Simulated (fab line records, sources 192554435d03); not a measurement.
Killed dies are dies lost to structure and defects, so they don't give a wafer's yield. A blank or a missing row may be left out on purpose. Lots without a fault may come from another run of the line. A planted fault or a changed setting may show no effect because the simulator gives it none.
Chamber matching | flow n5_finfet | N5_BEOL_M8_DEP_56 on pecvd-03: 3 sister chambers
The step deposits SiCN from 3MS/NH3, target thk 10 nm, time 17.5 s. 20 wafers are shown with their chamber, then 10 later ones without.

WAFERS WITH THEIR CHAMBER
wafer  | chamber | showerhead_plenum_p_Torr (Torr) | throttle_valve_pct (%)
L074.1 | 1       | 3.652                           | 8.6
L074.3 | 0       | 3.654                           | 8.6
L074.5 | 0       | 3.664                           | 8.7
L078.1 | 2       | 3.657                           | 8.4
L078.2 | 0       | 3.666                           | 8.9
L078.3 | 1       | 3.661                           | 8.8
L075.3 | 0       | 3.666                           | 8.7
L075.5 | 0       | 3.663                           | 8.8
L075.6 | 2       | 3.650                           | 8.5
L076.1 | 2       | 3.650                           | 8.7
L076.4 | 0       | 3.665                           | 8.9
L076.5 | 1       | 3.659                           | 8.4
L080.1 | 1       | 3.658                           | 9.0
L080.2 | 0       | 3.659                           | 8.9
L080.6 | 1       | 3.668                           | 8.5
L081.2 | 0       | 3.664                           | 9.0
L081.4 | 0       | 3.665                           | 8.9
L081.5 | 1       | 3.670                           | 8.5
L082.3 | 0       | 3.665                           | 8.9
L082.4 | 0       | 3.654                           | 8.6

SIGNATURES (means of the wafers above)
reading                  | chamber 0 | chamber 1 | chamber 2 | scatter within a chamber
showerhead_plenum_p_Torr | 3.66227   | 3.66133   | 3.65233   | 0.0052
throttle_valve_pct       | 8.809     | 8.633     | 8.533     | 0.17
Rule: a wafer's distance from a chamber is the root of the sum, over the readings, of the square of ((its reading less the chamber's mean) divided by the reading's scatter). The wafer belongs to the nearest chamber; if the next one is less than 2 further off, it can't be placed. The scatter: the root of (the sum of the squares of (reading less its chamber's mean) over the shown wafers, divided by (wafers less chambers)).

WAFERS WITHOUT THEIR CHAMBER
wafer  | showerhead_plenum_p_Torr (Torr) | throttle_valve_pct (%)
L082.5 | 3.652                           | 9.2
L091.1 | 3.649                           | 8.5
L091.2 | 3.668                           | 8.8
L091.5 | 3.662                           | 9.0
L092.1 | 3.651                           | 8.6
L092.4 | 3.661                           | 8.6
L092.5 | 3.649                           | 9.1
L094.2 | 3.651                           | 8.6
L094.3 | 3.647                           | 9.0
L094.5 | 3.665                           | 8.7

WHICH CHAMBER EACH WENT THROUGH
wafer  | from the rows above          | in truth
L082.5 | can't be placed: 0 or 1 or 2 | 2
L091.1 | can't be placed: 2 or 1      | 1
L091.2 | can't be placed: 0 or 1      | 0
L091.5 | can't be placed: 0 or 1      | 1
L092.1 | can't be placed: 2 or 1      | 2
L092.4 | can't be placed: 1 or 0 or 2 | 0
L092.5 | can't be placed: 0 or 2 or 1 | 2
L094.2 | can't be placed: 2 or 1      | 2
L094.3 | can't be placed: 2 or 0 or 1 | 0
L094.5 | can't be placed: 1 or 0 or 2 | 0
Placed correctly: 0 of 10. Can't be placed from these rows: 10 (the true chamber is among the candidates in 10). Placed wrongly: 0.
